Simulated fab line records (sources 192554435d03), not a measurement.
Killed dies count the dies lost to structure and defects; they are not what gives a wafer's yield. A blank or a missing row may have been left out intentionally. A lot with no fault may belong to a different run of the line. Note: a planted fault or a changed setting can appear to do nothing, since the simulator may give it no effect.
Matching of chambers | flow n5-finfet | N5_FIN_SAQP_PECVD_48 on pecvd-03: 3 sister chambers
The step deposits SiNx from SiH4/NH3/N2, target thk 25 nm, time 22.1 s. 14 wafers are shown with their chamber, then 7 later ones without.

== WAFERS WITH THEIR CHAMBER ==
wafer  | chamber | throttle-valve-pct (%) | showerhead-plenum-p-Torr (Torr) | heater-power-w (W)
L077.1 | 1       | 44.9                   | 5.06                            | 630
L077.2 | 0       | 39.4                   | 5.12                            | 709
L077.5 | 1       | 44.8                   | 5.08                            | 626
L082.1 | 2       | 36.2                   | 5.17                            | 549
L082.2 | 1       | 45.0                   | 5.08                            | 694
L082.6 | 0       | 39.3                   | 5.14                            | 681
L088.1 | 2       | 36.8                   | 5.18                            | 676
L088.3 | 0       | 39.4                   | 5.13                            | 720
L088.6 | 0       | 39.5                   | 5.13                            | 700
L090.2 | 1       | 44.6                   | 5.06                            | 600
L090.5 | 1       | 44.9                   | 5.07                            | 589
L090.6 | 0       | 40.0                   | 5.12                            | 621
L091.4 | 1       | 44.8                   | 5.06                            | 730
L091.5 | 2       | 36.9                   | 5.17                            | 663

SIGNATURES (means of the wafers above)
reading                  | chamber 0 | chamber 1 | chamber 2 | scatter within a chamber
throttle-valve-pct       | 39.520    | 44.833    | 36.633    | 0.25
showerhead-plenum-p-Torr | 5.1280    | 5.0683    | 5.1733    | 0.00869
heater-power-w           | 686.20    | 644.83    | 629.33    | 53.3
Rule: distance of a wafer from a chamber = root of the sum over the readings of ((wafer's reading minus chamber's mean) / reading's scatter) squared. The wafer belongs to the nearest chamber; if the next one is less than 2 further off, it can't be placed. The scatter is the square root of a quotient: the sum, over the shown wafers, of each reading's squared deviation from its chamber's mean, divided by wafers minus chambers.

== WAFERS WITHOUT THEIR CHAMBER ==
wafer  | throttle-valve-pct (%) | showerhead-plenum-p-Torr (Torr) | heater-power-w (W)
L091.6 | 39.5                   | 5.13                            | 700
L095.3 | 45.1                   | 5.08                            | 646
L095.4 | 44.6                   | 5.06                            | 631
L095.5 | 39.8                   | 5.14                            | 626
L097.1 | 37.2                   | 5.17                            | 661
L097.2 | 44.9                   | 5.06                            | 661
L097.6 | 36.9                   | 5.17                            | 663

== WHICH CHAMBER EACH WENT THROUGH ==
wafer  | from the rows above | in truth
L091.6 | 0                   | 0
L095.3 | 1                   | 1
L095.4 | 1                   | 1
L095.5 | 0                   | 0
L097.1 | 2                   | 2
L097.2 | 1                   | 1
L097.6 | 2                   | 2
Correctly placed: 7 of 7. Left unplaced by these rows: 0. 0 placed wrongly.
